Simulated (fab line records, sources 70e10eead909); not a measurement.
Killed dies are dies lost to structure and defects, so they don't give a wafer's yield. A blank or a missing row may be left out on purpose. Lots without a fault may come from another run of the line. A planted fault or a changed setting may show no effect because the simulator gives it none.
fab line records | flow nand_harc
record lots=5 wafers=15 last_day=33
route steps=1302 shown A_BONDPAD@1208
lots that met no fault: from a run of the same line without faults
start_h: hours from the record's first day to the start of the lot's first wafer shown | wait_h: hours since the lot's step before | " the same as in the row above | L1.1+2: a row that stands for several wafers | - no value, or no start given | * or withheld: withheld | < > ~ a bound
route shown NAME@n: a module of which the file shows steps, and the number in the route of the first | usual: mean/standard deviation of fault-free wafers | same: alike in all rows | chamber/n: place in a boat | sites: the reading at each site | _std_site: their standard deviation | _edge_site: outer sites' mean less inner sites' | radius_mm: how far each site lies from the wafer's centre | mask NAME#n: copy n | behind: the tool/chamber that last shaped the wafer | hold: why the lot was held/for how many hours/how that ended | device: the transistor (n, p or np) that didn't switch | end of line: the same wafers' tests at the end of the route | a step without rows: its recipe alone | killed: dies lost to structure and defects at the first sort, not the wafer's yield | map: a wafer's dies, x killed, . not, _ none there
set.NAME: the setting as run; set.NAME@STEP: as run at that earlier step | model.NAME: the simulator's own value behind a step, which no gauge read
lots at some steps of the route; a table a step, a row a wafer
services: from which hour (start_h, from the record's first day; less than 0 if before it) a tool's chamber was out of use, for how many hours, and why
## steps
# step NHARC_A_BONDPAD_COAT_33
# recipe temp_c=200 time_s=65
# step NHARC_A_BONDPAD_COAT_03
# recipe spin_rpm=2000 resist_thk_nm=600
# step NHARC_A_BONDPAD_SOFTBAKE_04
# recipe temp_c=125 time_s=70
# step NHARC_A_BONDPAD_EBR_05
# step NHARC_A_BONDPAD_EXPOSE_06
# recipe na=0.55 dose_mj=36.99 mask_id=A_BPAD
# step NHARC_A_BONDPAD_PEB_07
# recipe peb_temp_c=128 peb_time_s=80
# step NHARC_A_BONDPAD_DEVELOP_08
# recipe time_s=50 dev_temp_c=22
# step NHARC_A_BONDPAD_CD_MEAS_09
# recipe target_cd_nm=500 landing_energy_ev=500
# usual cd_nm=499.5/2.7
# columns lot.wafer tool chamber start_h wait_h cd_nm
L972.3 cd_sem-01 0 540.93 - 502.0
L972.4 " 0 " " 497.7
L972.5 " 0 " " 499.3
L980.1 cd_sem-03 0 626.73 - 498.2
L980.2 " 0 " " 499.8
L980.6 " 0 " " 496.5
L983.1 cd_sem-02 0 650.23 - 498.3
L983.2 " 0 " " 503.8
L983.6 " 0 " " 504.8
L984.3 cd_sem-02 0 667.35 - 499.1
L984.4 " 0 " " 502.0
L984.6 " 0 " " 495.8
L993.1 cd_sem-01 0 756.73 - 498.9
L993.3 " 0 " " 502.8
L993.5 " 0 " " 497.9
# step NHARC_A_BONDPAD_OVL_MEAS_35
# usual overlay_x_nm=0/4.9 overlay_y_nm=0/5.5
# columns lot.wafer tool chamber start_h wait_h overlay_x_nm overlay_y_nm
L972.3 overlay-02 - 541.01 - 2 -7
L972.4 " - " " 1 -6
L972.5 " - " " 2 -7
L980.1 overlay-01 - 626.82 - 4 -3
L980.2 " - " " 4 -3
L980.6 " - " " 4 -4
L983.1 overlay-01 - 650.31 - 3 12
L983.2 " - " " 3 12
L983.6 " - " " 3 11
L984.3 overlay-02 - 667.43 - -6 1
L984.4 " - " " -7 0
L984.6 " - " " -8 0
L993.1 overlay-02 - 756.82 - -5 1
L993.3 " - " " -5 0
L993.5 " - " " -5 1
# step NHARC_A_BONDPAD_HARDBAKE_10
# recipe temp_c=118 time_s=65
# step NHARC_A_BONDPAD_DESCUM_11
# recipe time_s=3 o2_flow_sccm=200 ar_flow_sccm=0 bias_power_w=0 chemistry=O2
# usual drypump_motor_current_A=5.5/0.35 oes_product_au=1.002/0.012 rf_vpp_V=57.5/0.93 showerhead_plenum_p_Torr=1.90/0.11 throttle_valve_pct=11.311/0.0086
# columns lot.wafer tool chamber start_h wait_h drypump_motor_current_A oes_product_au rf_hours_counter_h rf_vpp_V showerhead_plenum_p_Torr throttle_valve_pct
L972.4 rie_diel-06 2 541.13 - 5.6 1.006 2 56.9 1.78 11.313
L972.3 " 1 " " 5.1 0.989 1 56.7 1.91 11.315
L972.5 " 2 " " 5.6 1.001 - 57.0 1.78 11.310
L980.1 rie_diel-06 2 626.95 - 5.6 0.992 3 56.2 1.78 11.301
L980.2 " 0 " " 5.6 1.007 4 55.9 1.78 11.309
L980.6 " 1 " " 5.1 0.997 - 56.0 1.91 11.323
L983.1 rie_diel-12 3 650.45 - 6.3 1.016 2 58.3 2.00 11.302
L983.2 " 0 " " 5.3 0.998 3 57.3 1.98 11.320
L983.6 " 2 " " 5.1 1.006 - 58.1 1.78 11.307
L984.3 rie_diel-12 1 667.55 - 5.9 1.006 6 56.8 2.01 11.307
L984.4 " 3 " " 6.3 1.004 4 59.5 2.00 11.305
L984.6 " 2 " " 5.1 1.016 - 58.4 1.78 11.295
L993.3 rie_diel-06 2 756.95 - 5.6 0.982 2 57.2 1.78 11.324
L993.1 " 3 " " 5.5 1.003 2 58.4 2.03 11.326
L993.5 " 1 " " 5.1 1.003 - 56.2 1.90 11.304
# step NHARC_A_BONDPAD_ETCH_34
# recipe target_depth_a=600 overetch_a=180 time_s=65.91 ion_energy_ev=200 n2_flow_sccm=150 h2_flow_sccm=150 ar_flow_sccm=0 rf_w=400 bias_w=150 chemistry=N2/H2
# usual drypump_motor_current_A=5.5/0.36 oes_product_au=1.002/0.012 rf_vpp_V=430/3.2 showerhead_plenum_p_Torr=2.02/0.11 throttle_valve_pct=14.171/0.01
# columns lot.wafer tool chamber start_h wait_h drypump_motor_current_A oes_product_au rf_hours_counter_h rf_vpp_V showerhead_plenum_p_Torr throttle_valve_pct
L972.3 rie_diel-06 3 541.22 0.1 5.5 1.007 2 433 2.17 14.179
L972.4 " 2 " " 5.6 0.996 2 428 1.90 14.168
L972.5 " 0 " " 5.6 0.995 - 425 1.90 14.159
L980.1 rie_diel-06 1 627.05 0.1 5.1 0.978 3 430 2.03 14.162
L980.2 " 2 " " 5.6 1.001 3 426 1.90 14.176
L980.6 " 2 " " 5.6 1.004 - 428 1.90 14.177
L983.1 rie_diel-12 3 650.53 0.1 6.3 1.016 2 434 2.13 14.156
L983.2 " 0 " " 5.4 1.012 3 434 2.12 14.199
L983.6 " 3 " " 6.3 1.018 - 432 2.13 14.165
L984.4 rie_diel-12 0 667.64 0.1 5.3 0.999 6 433 2.12 14.176
L984.3 " 1 " " 5.9 0.997 6 435 2.15 14.177
L984.6 " 3 " " 6.3 0.995 - 432 2.13 14.174
L993.3 rie_diel-06 0 757.03 0.1 5.6 1.018 2 426 1.90 14.173
L993.1 " 1 " " 5.1 0.993 2 430 2.03 14.172
L993.5 " 0 " " 5.6 1.011 - 428 1.90 14.165
# step NHARC_A_BONDPAD_ETCH_12
# recipe target_depth_a=2200 time_s=110 chf3_flow_sccm=50 o2_flow_sccm=10 ar_flow_sccm=200 rf_w=500 bias_w=200 chemistry=CHF3/O2
# usual drypump_motor_current_A=5.5/0.35 oes_product_au=0.945/0.025 rf_vpp_V=370/3 showerhead_plenum_p_Torr=2.38/0.13 throttle_valve_pct=20.571/0.0091
# columns lot.wafer tool chamber start_h wait_h drypump_motor_current_A oes_product_au rf_hours_counter_h rf_vpp_V showerhead_plenum_p_Torr throttle_valve_pct
L972.3 rie_diel-06 3 541.31 - 5.5 0.972 2 373 2.54 20.585
L972.4 " 1 " " 5.1 0.975 1 370 2.39 20.583
L972.5 " 3 " " 5.5 0.967 - 374 2.54 20.563
L980.1 rie_diel-06 0 627.16 - 5.6 0.926 4 368 2.25 20.580
L980.2 " 1 " " 5.1 0.914 3 371 2.39 20.556
L980.6 " 1 " " 5.1 0.913 - 370 2.39 20.578
L983.1 rie_diel-12 3 650.62 - 6.3 0.975 2 373 2.50 20.580
L983.2 " 0 " " 5.4 0.978 3 372 2.49 20.579
L983.6 " 0 " " 5.4 0.971 - 373 2.49 20.580
L984.4 rie_diel-12 3 667.74 - 6.3 0.865 4 372 2.50 20.558
L984.3 " 0 " " 5.3 0.932 6 374 2.48 20.572
L984.6 " 2 " " 5.1 0.875 - 367 2.24 20.566
L993.1 rie_diel-06 0 757.14 - 5.6 0.938 2 368 2.25 20.573
L993.3 " 1 " " 5.1 0.932 2 371 2.39 20.561
L993.5 " 3 " " 5.5 0.942 - 374 2.54 20.576
# step NHARC_A_BONDPAD_CD_MEAS_13
# usual cd_nm=499/3.1
# columns lot.wafer tool chamber start_h wait_h cd_nm
L972.3 cd_sem-03 - 541.45 - 502
L972.4 " - " " 496
L972.5 " - " " 498
L980.1 cd_sem-02 - 627.30 - 496
L980.2 " - " " 498
L980.6 " - " " 495
L983.1 cd_sem-03 - 650.75 - 500
L983.2 " - " " 504
L983.6 " - " " 506
L984.3 cd_sem-02 - 667.87 - 498
L984.4 " - " " 502
L984.6 " - " " 496
L993.1 cd_sem-02 - 757.26 - 498
L993.3 " - " " 500
L993.5 " - " " 495
## services
# columns tool chamber start_h hours kind
rie_diel-06 0 517.71 - clean
rie_diel-06 1 517.71 - clean
rie_diel-06 2 517.71 - clean
rie_diel-06 3 517.71 - clean
rie_diel-06 0 542.22 - clean
rie_diel-06 1 542.22 - clean
rie_diel-06 2 542.22 - clean
rie_diel-06 3 542.22 - clean
rie_diel-06 0 566.79 - clean
rie_diel-06 1 566.79 - clean
rie_diel-06 2 566.79 - clean
rie_diel-06 3 566.79 - clean
rie_diel-06 0 591.29 - clean
rie_diel-06 1 591.29 - clean
rie_diel-06 2 591.29 - clean
rie_diel-12 - 622.41 9.0 pm
rie_diel-06 3 623.28 8.4 repair
rie_diel-12 - 640.97 1.3 repair
rie_diel-12 0 654.26 5.0 repair
rie_diel-12 3 655.28 10.7 repair
rie_diel-06 - 661.21 9.0 pm
rie_diel-06 0 670.79 7.1 repair
rie_diel-06 1 684.24 3.2 repair
rie_diel-12 2 695.17 7.1 repair
## key
first_sign step=NHARC_A_BONDPAD_ETCH_12 reading=oes_product_au direction=down sigmas=3 usual=0.945 struck=0.870
effect none on later readings
met_at NHARC_A_BONDPAD_ETCH_12
struck_wafers L984.4,L984.6
later_rows_left_out L984.4,L984.6
sort_left_out L984.4,L984.6
onset_between 650.62 667.74
fault kind=process_parameter_drift tool=rie_diel-12 chamber=- onset_h=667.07 steps=NHARC_A_BONDPAD_ETCH_12 channel=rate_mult offset=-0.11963 shape=step end_h=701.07 scope=struck_wafers_only
# sort_left_out: the simulated sort isn't trusted on such a fault, so these wafers' sort isn't shown, and their yield isn't known
# later_rows_left_out: the simulator's readings of these wafers behind a module that went badly wrong aren't trusted and aren't shown, but for the sort
